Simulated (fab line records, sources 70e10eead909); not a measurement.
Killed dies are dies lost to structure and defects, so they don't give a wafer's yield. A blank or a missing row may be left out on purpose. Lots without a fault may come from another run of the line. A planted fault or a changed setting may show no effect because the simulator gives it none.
fab line records | flow nand_harc
record lots=11 wafers=33 last_day=33
route steps=1302 shown A_SLIT@937 A_WL_FILL@957 END@1302
lots that met no fault: from a run of the same line without faults
start_h: hours from the record's first day to the start of the lot's first wafer shown | wait_h: hours since the lot's step before | " the same as in the row above | L1.1+2: a row that stands for several wafers | - no value, or no start given | * or withheld: withheld | < > ~ a bound
route shown NAME@n: a module of which the file shows steps, and the number in the route of the first | usual: mean/standard deviation of fault-free wafers | same: alike in all rows | chamber/n: place in a boat | sites: the reading at each site | _std_site: their standard deviation | _edge_site: outer sites' mean less inner sites' | radius_mm: how far each site lies from the wafer's centre | mask NAME#n: copy n | behind: the tool/chamber that last shaped the wafer | hold: why the lot was held/for how many hours/how that ended | device: the transistor (n, p or np) that didn't switch | end of line: the same wafers' tests at the end of the route | a step without rows: its recipe alone | killed: dies lost to structure and defects at the first sort, not the wafer's yield | map: a wafer's dies, x killed, . not, _ none there
set.NAME: the setting as run; set.NAME@STEP: as run at that earlier step | model.NAME: the simulator's own value behind a step, which no gauge read
steps of the route over a sample of lots; a table a step, a row a wafer
services: from which hour (start_h, from the record's first day; less than 0 if before it) a tool's chamber was out of use, for how many hours, and why
## steps
# step NHARC_A_SLIT_ETCH_24
# recipe target_depth_a=1210 time_s=60.5 cf4_flow_sccm=100 chf3_flow_sccm=30 ar_flow_sccm=0 rf_w=500 bias_w=200 chemistry=CF4/CHF3
# usual drypump_motor_current_A=5.8/0.44 oes_product_au=0.952/0.021 rf_vpp_V=369.9/2.3 showerhead_plenum_p_Torr=1.55/0.061 throttle_valve_pct=16.802/0.0091
# columns lot.wafer tool chamber start_h wait_h drypump_motor_current_A oes_product_au rf_hours_counter_h rf_vpp_V showerhead_plenum_p_Torr throttle_valve_pct
L681.3 rie_diel-05 0 466.25 0.1 6.0 0.924 1.8 372.5 1.61 16.800
L681.1 " 2 " " 5.1 0.934 3.1 369.3 1.55 16.815
L681.4 " 3 " " 6.0 0.922 2.9 366.3 1.48 16.811
L680.2 rie_diel-11 1 467.07 0.1 5.5 0.902 1.5 366.3 1.47 16.793
L680.3 " 3 " " 6.3 0.927 2.0 373.1 1.65 16.815
L680.5 " 0 " " 5.8 0.914 - 372.4 1.62 16.802
L682.4 rie_diel-05 2 468.14 0.1 5.0 0.939 3.6 370.4 1.55 16.792
L682.2 " 0 " " 6.0 0.962 2.8 370.8 1.61 16.817
L682.5 " 3 " " 6.1 0.951 - 367.0 1.48 16.804
L687.1 rie_diel-09 1 547.61 0.1 5.2 0.977 0.6 368.7 1.54 16.827
L687.3 " 2 " " 6.2 0.963 0.6 372.1 1.60 16.800
L687.6 " 1 " " 5.3 0.969 - 369.3 1.54 16.810
L684.3 rie_diel-11 2 550.35 0.1 5.4 0.962 6.6 368.8 1.54 16.797
L684.1 " 3 " " 6.3 0.957 6.6 374.0 1.65 16.809
L684.5 " 2 " " 5.4 0.949 - 369.2 1.54 16.788
L690.4 rie_diel-05 3 563.91 0.1 6.0 0.934 6.9 367.5 1.48 16.806
L690.3 " 0 " " 6.0 0.928 6.3 369.3 1.61 16.798
L690.5 " 3 " " 6.1 0.927 - 367.0 1.48 16.814
L692.3 rie_diel-09 1 589.04 0.1 5.2 0.959 4.7 367.7 1.54 16.801
L692.4 " 3 " " 6.5 0.983 4.3 370.4 1.55 16.810
L692.1 " 0 " " 6.2 0.984 4.5 365.8 1.46 16.788
L697.1 rie_diel-09 0 604.03 0.1 6.2 0.935 5.3 367.1 1.46 16.796
L697.6 " 3 " " 6.5 0.942 - 370.0 1.55 16.790
L697.5 " 0 " " 6.2 0.932 - 366.9 1.46 16.808
L699.2 rie_diel-05 1 646.83 0.1 5.6 0.953 1.6 370.5 1.59 16.801
L699.1 " 2 " " 5.0 0.956 1.5 370.2 1.55 16.794
L699.5 " 3 " " 6.1 0.959 - 368.1 1.48 16.812
L701.3 rie_diel-05 3 682.79 0.1 6.1 0.956 3.6 366.2 1.48 16.811
L701.1 " 0 " " 6.0 0.982 3.8 371.0 1.61 16.800
L701.5 " 0 " " 6.0 0.975 - 370.6 1.61 16.795
L702.3 rie_diel-11 0 684.70 0.1 5.8 0.969 3.9 373.7 1.61 16.801
L702.5 " 3 " " 6.3 0.974 - 373.8 1.64 16.804
L702.6 " 0 " " 5.8 0.964 - 371.7 1.61 16.794
# step NHARC_A_SLIT_ETCH_29
# recipe target_depth_a=1000 overetch_a=100 time_s=55 ion_energy_ev=100 cf4_flow_sccm=80 o2_flow_sccm=20 ar_flow_sccm=0 rf_w=300 bias_w=100 chemistry=CF4/O2
# usual drypump_motor_current_A=5.9/0.47 oes_f_703_au=1.000/0.0041 oes_product_au=0.998/0.01 rf_vpp_V=197.4/1.3 showerhead_plenum_p_Torr=1.32/0.049 throttle_valve_pct=13.397/0.0088
# columns lot.wafer tool chamber start_h wait_h drypump_motor_current_A oes_f_703_au oes_product_au rf_hours_counter_h rf_vpp_V showerhead_plenum_p_Torr throttle_valve_pct
L681.3 rie_diel-05 3 471.93 0.1 6.1 1.007 0.992 4.3 196.0 1.25 13.391
L681.1 " 1 " " 5.5 0.994 0.994 4.2 198.9 1.35 13.389
L681.4 " 2 " " 5.0 1.007 1.006 - 198.8 1.31 13.386
L680.2 rie_diel-11 2 472.71 0.1 5.4 1.001 0.992 2.8 196.8 1.31 13.395
L680.3 " 3 " " 6.3 1.004 0.999 2.5 198.7 1.40 13.405
L680.5 " 2 " " 5.4 1.000 0.997 - 197.7 1.31 13.399
L682.4 rie_diel-05 3 475.68 0.1 6.1 0.996 1.011 4.4 197.0 1.25 13.407
L682.2 " 2 " " 5.0 0.993 1.020 4.2 197.2 1.31 13.396
L682.5 " 3 " " 6.1 1.007 1.004 - 195.7 1.25 13.400
L687.1 rie_diel-05 2 556.80 0.1 5.0 1.005 1.005 6.7 198.4 1.31 13.398
L687.3 " 3 " " 6.1 1.006 1.002 6.7 195.2 1.25 13.405
L687.6 " 0 " " 6.0 0.995 0.993 - 198.9 1.36 13.399
L684.3 rie_diel-09 0 560.54 0.1 6.2 0.997 1.010 2.3 195.5 1.24 13.404
L684.1 " 1 " " 5.2 0.994 1.006 1.9 198.2 1.30 13.403
L684.5 " 0 " " 6.2 0.999 0.999 - 195.4 1.24 13.393
L690.3 rie_diel-09 0 569.63 0.1 6.2 0.996 1.000 3.8 195.6 1.24 13.395
L690.4 " 3 " " 6.5 1.006 0.986 3.0 198.1 1.32 13.411
L690.5 " 1 " " 5.2 1.002 1.002 - 197.5 1.30 13.397
L692.4 rie_diel-09 2 595.83 0.1 6.3 0.992 1.000 5.5 197.2 1.36 13.408
L692.3 " 3 " " 6.5 1.002 0.989 4.8 198.1 1.32 13.398
L692.1 " 0 " " 6.2 1.006 0.992 5.1 196.1 1.24 13.406
L697.1 rie_diel-09 0 611.57 0.1 6.2 1.004 0.999 6.4 195.0 1.24 13.394
L697.5 " 2 " " 6.3 0.999 1.002 - 199.5 1.36 13.401
L697.6 " 3 " " 6.5 1.001 0.990 - 196.1 1.32 13.401
L699.2 rie_diel-11 3 652.47 0.1 6.3 0.999 0.995 2.3 198.6 1.40 13.406
L699.1 " 0 " " 5.7 0.999 0.973 2.2 197.6 1.37 13.396
L699.5 " 1 " " 5.6 0.995 0.968 - 195.9 1.24 13.402
L701.1 rie_diel-05 3 688.48 0.1 6.1 0.999 1.000 4.6 195.1 1.25 13.383
L701.3 " 1 " " 5.5 1.000 1.002 4.4 199.8 1.35 13.386
L701.5 " 3 " " 6.1 0.999 0.991 - 196.3 1.25 13.410
L702.3 rie_diel-11 0 690.39 0.1 5.8 1.003 0.986 4.9 198.7 1.37 13.398
L702.6 " 3 " " 6.3 0.997 0.993 - 198.0 1.40 13.404
L702.5 " 0 " " 5.7 0.990 0.976 - 197.5 1.37 13.385
# step NHARC_A_WL_FILL_ETCHBACK_04
# recipe target_depth_a=600 time_s=120 chemistry=NF3
# usual chamber_pressure_mTorr=300.00/0.28 drypump_motor_current_A=5.4/0.45 he_backside_leak_sccm=3.37/0.19 oes_product_au=0.997/0.0093
# columns lot.wafer tool chamber start_h wait_h chamber_pressure_mTorr drypump_motor_current_A he_backside_leak_sccm oes_product_au rf_hours_counter_h
L680.2 rie_metal-03 1 480.62 0.4 300.31 4.9 3.16 1.000 -
L680.3 " 1 " " 300.01 4.9 3.21 0.984 -
L680.5 " 1 " " 300.35 4.9 3.14 0.995 -
L681.1 rie_metal-01 1 480.76 0.3 300.21 5.4 3.62 1.007 1.3
L681.3 " 0 " " 299.96 5.0 3.34 0.989 -
L681.4 " 1 " " 299.52 5.4 3.64 1.007 -
L682.2 rie_metal-01 0 485.69 0.5 299.88 5.0 3.32 0.994 1.5
L682.4 " 0 " " 300.01 5.0 3.44 0.985 -
L682.5 " 1 " " 299.92 5.4 3.72 1.012 -
L687.1 rie_metal-01 1 567.67 0.3 299.89 5.5 3.64 1.016 2.5
L687.3 " 1 " " 299.93 5.4 3.59 1.007 -
L687.6 " 0 " " 299.95 5.0 3.31 0.994 -
L684.1 rie_metal-02 0 569.16 0.3 299.85 5.9 3.57 1.003 1.3
L684.3 " 1 " " 299.42 6.2 3.11 0.988 -
L684.5 " 1 " " 300.35 6.3 3.22 0.982 -
L690.4 rie_metal-02 1 578.47 0.2 299.66 6.2 3.54 0.985 -
L690.3 " 0 " " 300.02 5.9 3.42 0.996 -
L690.5 " 0 " " 300.11 5.9 3.49 1.009 -
L692.1 rie_metal-02 1 604.48 0.3 300.03 6.2 3.14 0.987 2.0
L692.4 " 1 " " 299.76 6.2 3.09 0.983 -
L692.3 " 0 " " 299.94 5.9 3.41 1.001 -
L697.1 rie_metal-03 0 621.56 0.3 299.94 5.5 3.23 1.004 2.1
L697.6 " 0 " " 299.33 5.5 3.41 0.996 -
L697.5 " 1 " " 300.07 4.9 3.38 0.995 -
L699.2 rie_metal-02 1 660.97 0.3 299.95 6.2 3.27 0.993 0.2
L699.1 " 0 " " 299.16 5.9 3.43 1.001 0.2
L699.5 " 1 " " 299.79 6.2 3.25 0.985 -
L702.3 rie_metal-01 0 697.42 0.2 300.42 5.0 3.37 0.989 -
L702.6 " 0 " " 299.78 5.0 3.31 0.994 -
L702.5 " 1 " " 300.32 5.4 3.64 1.017 -
L701.1 rie_metal-02 1 697.53 0.3 300.09 6.2 3.20 0.990 0.9
L701.3 " 0 " " 300.34 5.9 3.40 0.997 -
L701.5 " 1 " " 299.91 6.2 2.92 1.000 -
# step NHARC_A_WL_FILL_ETCHBACK_16
# recipe target_depth_a=1200 time_s=24 c4f8_flow_sccm=withheld o2_flow_sccm=8 ar_flow_sccm=withheld rf_w=600 bias_w=800 chemistry=C4F8/O2/Ar
# usual bias_w=800.0/2.4 chamber_pressure_mTorr=25.004/0.022 oes_product_au=0.977/0.03 rf_vpp_V=723/4.2
# columns lot.wafer tool chamber start_h wait_h bias_w chamber_pressure_mTorr oes_product_au rf_hours_counter_h rf_vpp_V
L680.3 rie_diel-07 1 491.05 - 801.5 25.003 0.999 0.2 717
L680.2 " 0 " " 800.6 25.001 0.998 0.2 718
L680.5 " 2 " " 802.0 25.027 0.989 - 729
L681.4 rie_diel-02 0 491.06 - 796.1 25.034 0.984 7.5 728
L681.1 " 1 " " 803.1 25.000 0.988 6.9 719
L681.3 " 2 " " 797.7 24.988 0.995 6.9 721
L682.4 rie_diel-07 1 496.94 - 800.0 24.994 0.997 0.6 716
L682.2 " 2 " " 797.7 25.031 1.000 0.5 732
L682.5 " 0 " " 804.9 24.954 0.992 - 719
L687.3 rie_diel-07 1 578.49 - 799.5 25.016 0.930 3.1 719
L687.1 " 3 " " 800.0 24.955 0.908 3.4 725
L687.6 " 0 " " 792.3 25.022 0.924 - 719
L684.3 rie_diel-13 0 578.56 - - - - - -
L684.1 " 3 " " - - - - -
L684.5 " 1 " " - - - - -
L690.3 rie_diel-07 3 588.79 - - - - - -
L690.4 " 1 " " - - - - -
L690.5 " 0 " " - - - - -
L692.4 rie_diel-07 3 614.58 - 800.5 25.015 0.985 4.2 725
L692.1 " 1 " " 802.4 24.997 1.006 4.1 718
L692.3 " 2 " " 802.1 25.011 0.988 4.3 729
L697.1 rie_diel-07 2 632.05 - 801.4 25.012 0.978 4.4 730
L697.6 " 3 " " 800.4 25.012 0.963 - 726
L697.5 " 0 " " 800.7 25.018 0.979 - 720
L699.1 rie_diel-02 1 672.24 - 801.1 25.004 0.995 4.6 720
L699.2 " 3 " " 797.5 25.039 0.983 4.3 723
L699.5 " 1 " " 805.4 24.971 1.010 - 720
L701.1 rie_diel-02 1 707.41 - 798.6 25.011 0.987 7.5 718
L701.3 " 0 " " 799.9 25.023 0.990 7.6 728
L701.5 " 1 " " 797.1 24.980 0.994 - 718
L702.3 rie_diel-13 0 707.42 - 804.2 25.006 1.001 0 719
L702.6 " 3 " " 800.6 25.008 0.982 - 720
L702.5 " 0 " " 803.0 25.020 1.004 - 719
# step NHARC_END_SORT_01
# recipe temp_c=25
# usual killed_at_array=54/18 killed_at_other=0.9/1.2 killed_at_periphery=4.4/2.9 killed_dies=59/18 killed_open=3.2/1.8 killed_short=2.6/1.8
# same gross_dies=677
# columns lot.wafer tool chamber start_h wait_h killed_at_array killed_at_other killed_at_periphery killed_dies killed_open killed_short
L684.1 prober-02 0 672.21 2.5 675 0 2 677 3 5
L684.3 prober-02 0 673.81 3.1 675 0 2 677 1 1
L684.5 prober-02 0 675.41 3.7 672 4 1 677 2 2
L690.3 prober-01 0 686.20 3.1 672 1 4 677 1 3
L690.4 prober-01 0 686.99 3.4 670 0 7 677 4 3
L690.5 prober-01 0 687.78 3.7 674 0 3 677 3 1
# killed by level:class
L684.1 A_WL_FILL:area_etchback=631 A_CHANNEL_HOLE_D1:chamber_film_flake=24 A_CHANNEL_HOLE_D2:chamber_film_flake=11 A_DECK1_JOINT:chamber_film_flake=3 A_CHANNEL_FILL_D2:geometric_particle:short=2 P_GATE:geometric_particle:open=1 P_M0:geometric_particle:short=1 A_ONON_D1:geometric_particle:short=1
L684.3 A_WL_FILL:area_etchback=620 A_CHANNEL_HOLE_D1:chamber_film_flake=36 A_CHANNEL_HOLE_D2:chamber_film_flake=15 A_DECK1_JOINT:chamber_film_flake=2 A_WL_FILL:geometric_particle:short=1 A_BLC:geometric_particle:open=1 P_ZERO_WELL:chamber_film_flake=1 P_GATE:chamber_film_flake=1
L684.5 A_WL_FILL:area_etchback=620 A_CHANNEL_HOLE_D1:chamber_film_flake=26 A_CHANNEL_HOLE_D2:chamber_film_flake=20 THIN_TSV:chamber_film_flake=4 A_ONON_D1:geometric_particle:short=1 A_ONON_D1:geometric_particle:open=1 A_DECK1_JOINT:geometric_particle:short=1 A_WL_FILL:geometric_particle:open=1
L690.3 A_WL_FILL:area_etchback=618 A_CHANNEL_HOLE_D2:chamber_film_flake=22 A_CHANNEL_HOLE_D1:chamber_film_flake=18 A_CONTACT:chamber_film_flake=6 P_STI:chamber_film_flake=2 P_CONTACT:geometric_particle:open=1 A_ONON_D1:geometric_particle:short=1 A_SGD_CUT:geometric_particle:short=1
L690.4 A_WL_FILL:area_etchback=601 A_CHANNEL_HOLE_D1:chamber_film_flake=28 A_CHANNEL_HOLE_D2:chamber_film_flake=24 A_CONTACT:chamber_film_flake=7 P_STI:chamber_film_flake=4 A_CHANNEL_HOLE_D2:geometric_particle:open=2 P_M0:geometric_particle:short=1 A_ONON_D1:geometric_particle:open=1
L690.5 A_WL_FILL:area_etchback=630 A_CHANNEL_HOLE_D1:chamber_film_flake=19 A_CHANNEL_HOLE_D2:chamber_film_flake=16 A_DECK1_JOINT:chamber_film_flake=3 A_CONTACT:chamber_film_flake=3 P_M0:geometric_particle:open=2 A_ONON_D1:geometric_particle:open=1 A_CHANNEL_FILL_D2:geometric_particle:short=1
## services
# columns tool chamber start_h hours kind
rie_metal-02 - 454.00 9.0 pm
rie_diel-07 - 471.20 9.0 pm
rie_diel-05 0 471.39 2.9 repair
rie_diel-09 - 497.11 9.0 pm
rie_diel-09 1 509.79 4.1 repair
rie_diel-09 - 527.64 3.1 repair
rie_metal-02 0 534.89 7.6 repair
rie_metal-02 - 540.10 0.1 repair
rie_diel-07 0 557.99 7.8 repair
rie_diel-11 0 562.64 2.9 repair
rie_diel-11 0 580.64 4.6 repair
rie_diel-05 - 583.63 9.0 pm
rie_diel-11 0 601.30 7.9 repair
rie_diel-11 - 609.91 9.0 pm
rie_diel-05 - 615.41 0.3 repair
rie_diel-07 1 618.78 10.1 repair
rie_diel-05 - 629.41 8.4 repair
rie_metal-02 - 631.00 9.0 pm
rie_diel-07 0 633.67 32.4 repair
rie_diel-09 1 634.20 13.8 repair
rie_diel-07 - 648.20 9.0 pm
rie_diel-05 2 665.58 6.8 repair
rie_diel-05 - 667.46 1.0 repair
rie_diel-09 - 674.15 9.0 pm
## key
first_sign step=NHARC_A_WL_FILL_ETCHBACK_16 reading=tool_record direction=missing
effect step=NHARC_END_SORT_01 reading=killed_at_array direction=up sigmas=34 usual=54 struck=673
more_kills_born_at NHARC_A_WL_FILL_ETCHBACK_16@rie_diel-13=1871 NHARC_A_WL_FILL_ETCHBACK_16@rie_diel-07=1849
met_at NHARC_A_WL_FILL_ETCHBACK_16
struck_lots L684,L690
later_rows_left_out L684.1,L684.3,L684.5,L690.3,L690.4,L690.5
tester_left_out L684,L690
not_acting_at NHARC_A_SLIT_ETCH_24,NHARC_A_SLIT_ETCH_29,NHARC_A_WL_FILL_ETCHBACK_04
onset_between 578.49 578.56
fault kind=skipped_step_whole tool=rie_diel-07,rie_diel-13 chamber=- onset_h=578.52 steps=NHARC_A_WL_FILL_ETCHBACK_16 scope=struck_lots_only
# tester_left_out: of these lots the tester's yield and bins aren't shown, on N5 and GAA mostly nor the transistor test; their killed dies are dies lost to structure and defects alone, not to doping, threshold or leakage, so they don't give the yield
# later_rows_left_out: the simulator's readings of these wafers behind a module that went badly wrong aren't trusted and aren't shown, but for the sort
